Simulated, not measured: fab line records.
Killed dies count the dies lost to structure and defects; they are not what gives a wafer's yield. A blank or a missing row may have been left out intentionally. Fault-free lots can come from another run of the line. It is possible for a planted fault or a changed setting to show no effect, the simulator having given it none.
Matching of chambers ; flow nand_harc ; 4 sister chambers for NHARC_A_CHANNEL_FILL_D1_ALD_14 on ald_hk-03
The step deposits SiO2, target thk 2.5 nm, pulse time 10 s, ald cycles 25. 4 wafers are shown with their chamber, then 9 later ones without.

== WAFERS PAIRED WITH THEIR CHAMBERS ==
wafer;chamber;heater_power_w (W)
L085.6;1;511
L085.2;0;506
L085.4;3;490
L085.5;2;375

== WAFERS MISSING THEIR CHAMBER ==
wafer;heater_power_w (W)
L089.2;500
L089.4;373
L089.5;517
L090.1;510
L090.2;379
L090.3;496
L091.2;371
L091.3;492
L091.6;507

== WHICH CHAMBER EACH WENT THROUGH ==
wafer;from the rows above;in truth
L089.2;can't be placed: 0 or 3 or 1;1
L089.4;2;2
L089.5;can't be placed: 1 or 0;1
L090.1;can't be placed: 1 or 0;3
L090.2;2;2
L090.3;can't be placed: 3 or 0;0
L091.2;2;2
L091.3;3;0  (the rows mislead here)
L091.6;can't be placed: 0 or 1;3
Correctly placed: 3 of 9. From these rows, 5 cannot be placed; in 3 the true chamber is one of the candidates. Wrongly placed: 1.
How it was worked out, from the rows above alone: a wafer's distance from a chamber is the root of the sum, over the readings, of the square of ((its reading less the chamber's mean) divided by the reading's scatter). If the next closest chamber is less than 2 further off than the closest, the wafer can't be placed; otherwise it belongs to the closest. The mean given for a chamber averages the wafers shown for that chamber. The scatter: with one shown wafer a chamber, the root of the mean of the squares of how far each hidden wafer lies from its nearest shown one.
